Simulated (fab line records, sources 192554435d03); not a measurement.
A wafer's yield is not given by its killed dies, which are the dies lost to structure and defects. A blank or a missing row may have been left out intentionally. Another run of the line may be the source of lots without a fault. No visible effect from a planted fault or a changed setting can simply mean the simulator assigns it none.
Chamber matching / flow n5_finfet / 4 sister chambers for N5_SD_EPI_P_DESCUM_14 on rie_diel-06
The step chemistry O2, time 7.9 s. 16 wafers are shown with their chamber, then 8 later ones without.

## WAFERS, EACH WITH ITS CHAMBER
wafer=L074.1; chamber=2; showerhead_plenum_p_Torr (Torr)=2.22; throttle_valve_pct (%)=20.22; oes_product_au (a.u.)=0.79
wafer=L074.5; chamber=1; showerhead_plenum_p_Torr (Torr)=1.96; throttle_valve_pct (%)=20.44; oes_product_au (a.u.)=0.70
wafer=L074.6; chamber=2; showerhead_plenum_p_Torr (Torr)=2.22; throttle_valve_pct (%)=20.23; oes_product_au (a.u.)=0.79
wafer=L076.1; chamber=2; showerhead_plenum_p_Torr (Torr)=2.22; throttle_valve_pct (%)=20.23; oes_product_au (a.u.)=0.79
wafer=L076.3; chamber=3; showerhead_plenum_p_Torr (Torr)=2.04; throttle_valve_pct (%)=20.69; oes_product_au (a.u.)=0.89
wafer=L076.6; chamber=1; showerhead_plenum_p_Torr (Torr)=1.96; throttle_valve_pct (%)=20.44; oes_product_au (a.u.)=0.70
wafer=L078.3; chamber=1; showerhead_plenum_p_Torr (Torr)=1.96; throttle_valve_pct (%)=20.43; oes_product_au (a.u.)=0.71
wafer=L078.4; chamber=3; showerhead_plenum_p_Torr (Torr)=2.04; throttle_valve_pct (%)=20.70; oes_product_au (a.u.)=0.89
wafer=L078.5; chamber=1; showerhead_plenum_p_Torr (Torr)=1.96; throttle_valve_pct (%)=20.43; oes_product_au (a.u.)=0.70
wafer=L085.2; chamber=1; showerhead_plenum_p_Torr (Torr)=1.96; throttle_valve_pct (%)=20.47; oes_product_au (a.u.)=0.68
wafer=L085.3; chamber=0; showerhead_plenum_p_Torr (Torr)=2.16; throttle_valve_pct (%)=20.11; oes_product_au (a.u.)=0.95
wafer=L085.6; chamber=3; showerhead_plenum_p_Torr (Torr)=2.03; throttle_valve_pct (%)=20.70; oes_product_au (a.u.)=0.86
wafer=L090.1; chamber=0; showerhead_plenum_p_Torr (Torr)=2.16; throttle_valve_pct (%)=20.14; oes_product_au (a.u.)=0.92
wafer=L090.4; chamber=1; showerhead_plenum_p_Torr (Torr)=1.95; throttle_valve_pct (%)=20.48; oes_product_au (a.u.)=0.68
wafer=L090.5; chamber=1; showerhead_plenum_p_Torr (Torr)=1.95; throttle_valve_pct (%)=20.47; oes_product_au (a.u.)=0.69
wafer=L093.1; chamber=3; showerhead_plenum_p_Torr (Torr)=2.03; throttle_valve_pct (%)=20.72; oes_product_au (a.u.)=0.85

SIGNATURES (averages over the wafers above)
reading=showerhead_plenum_p_Torr; chamber 0=2.1600; chamber 1=1.9571; chamber 2=2.2200; chamber 3=2.0350; scatter within a chamber=0.0045
reading=throttle_valve_pct; chamber 0=20.1250; chamber 1=20.4514; chamber 2=20.2267; chamber 3=20.7025; scatter within a chamber=0.0175
reading=oes_product_au; chamber 0=0.9350; chamber 1=0.6943; chamber 2=0.7900; chamber 3=0.8725; scatter within a chamber=0.0144
Rule: for a wafer and a chamber, the distance is found by dividing, reading by reading, the gap between the wafer's reading and the chamber's mean by the reading's scatter, squaring, summing and taking the root. If the next closest chamber is less than 2 further off than the closest, the wafer can't be placed; otherwise it belongs to the closest. The scatter: take each reading less its chamber's mean, square it, sum over the shown wafers, divide by the number of wafers less the number of chambers, and take the root.

## WAFERS MISSING THEIR CHAMBER
wafer=L093.2; showerhead_plenum_p_Torr (Torr)=2.15; throttle_valve_pct (%)=20.15; oes_product_au (a.u.)=0.90
wafer=L093.4; showerhead_plenum_p_Torr (Torr)=2.21; throttle_valve_pct (%)=20.28; oes_product_au (a.u.)=0.76
wafer=L095.2; showerhead_plenum_p_Torr (Torr)=1.95; throttle_valve_pct (%)=20.47; oes_product_au (a.u.)=0.67
wafer=L095.3; showerhead_plenum_p_Torr (Torr)=2.03; throttle_valve_pct (%)=20.73; oes_product_au (a.u.)=0.84
wafer=L095.4; showerhead_plenum_p_Torr (Torr)=2.21; throttle_valve_pct (%)=20.27; oes_product_au (a.u.)=0.76
wafer=L096.2; showerhead_plenum_p_Torr (Torr)=2.15; throttle_valve_pct (%)=20.14; oes_product_au (a.u.)=0.89
wafer=L096.3; showerhead_plenum_p_Torr (Torr)=2.21; throttle_valve_pct (%)=20.28; oes_product_au (a.u.)=0.75
wafer=L096.4; showerhead_plenum_p_Torr (Torr)=2.21; throttle_valve_pct (%)=20.28; oes_product_au (a.u.)=0.75

## EACH ONE'S CHAMBER
wafer=L093.2; from the rows above=0; in truth=0
wafer=L093.4; from the rows above=2; in truth=2
wafer=L095.2; from the rows above=1; in truth=1
wafer=L095.3; from the rows above=3; in truth=3
wafer=L095.4; from the rows above=2; in truth=2
wafer=L096.2; from the rows above=0; in truth=0
wafer=L096.3; from the rows above=2; in truth=2
wafer=L096.4; from the rows above=2; in truth=2
Correctly placed: 8 of 8. Left unplaced by these rows: 0. Number placed wrongly: 0.
